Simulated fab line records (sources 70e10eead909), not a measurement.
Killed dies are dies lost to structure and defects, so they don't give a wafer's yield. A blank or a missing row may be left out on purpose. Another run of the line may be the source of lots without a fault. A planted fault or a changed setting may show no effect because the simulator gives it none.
Chamber matching || flow nandHarc || NHARC_P_M1_CMP_23 on cmp-01 has 4 sister chambers
The step polishes, t overpolish 20 s, target thk 157.82 nm. 4 wafers are shown with their chamber, then 8 later ones without.

WAFERS PAIRED WITH THEIR CHAMBERS
{"wafer": "L077.1", "chamber": 3, "timeToEndpointS (s)": 26}
{"wafer": "L080.4", "chamber": 0, "timeToEndpointS (s)": 25}
{"wafer": "L080.6", "chamber": 2, "timeToEndpointS (s)": 29}
{"wafer": "L086.3", "chamber": 1, "timeToEndpointS (s)": 32}

WAFERS WHOSE CHAMBER IS MISSING
{"wafer": "L086.4", "timeToEndpointS (s)": 25}
{"wafer": "L086.6", "timeToEndpointS (s)": 24}
{"wafer": "L088.1", "timeToEndpointS (s)": 33}
{"wafer": "L088.3", "timeToEndpointS (s)": 26}
{"wafer": "L088.4", "timeToEndpointS (s)": 28}
{"wafer": "L094.1", "timeToEndpointS (s)": 23}
{"wafer": "L094.2", "timeToEndpointS (s)": 25}
{"wafer": "L094.5", "timeToEndpointS (s)": 28}

THE CHAMBER EACH PASSED THROUGH
{"wafer": "L086.4", "from the rows above": "can't be placed: 0 or 3", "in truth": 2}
{"wafer": "L086.6", "from the rows above": "can't be placed: 0 or 3", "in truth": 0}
{"wafer": "L088.1", "from the rows above": 1, "in truth": 1}
{"wafer": "L088.3", "from the rows above": "can't be placed: 3 or 0", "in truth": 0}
{"wafer": "L088.4", "from the rows above": "can't be placed: 2 or 3", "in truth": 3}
{"wafer": "L094.1", "from the rows above": "can't be placed: 0 or 3", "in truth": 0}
{"wafer": "L094.2", "from the rows above": "can't be placed: 0 or 3", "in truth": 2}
{"wafer": "L094.5", "from the rows above": "can't be placed: 2 or 3", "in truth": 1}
Correctly placed: 1 of 8. These rows do not allow placing 7 (true chamber among the candidates in 4). Placed wrongly: 0.
How it was worked out, from the rows above alone: a wafer's distance from a chamber is the root of the sum, over the readings, of the square of ((its reading less the chamber's mean) divided by the reading's scatter). The wafer belongs to the nearest chamber; if the next one is less than 2 further off, it can't be placed. Each chamber's mean is taken over the wafers shown for it. The scatter (one wafer shown for each chamber): square how far every hidden wafer sits from the nearest shown wafer, average those squares and take the square root.
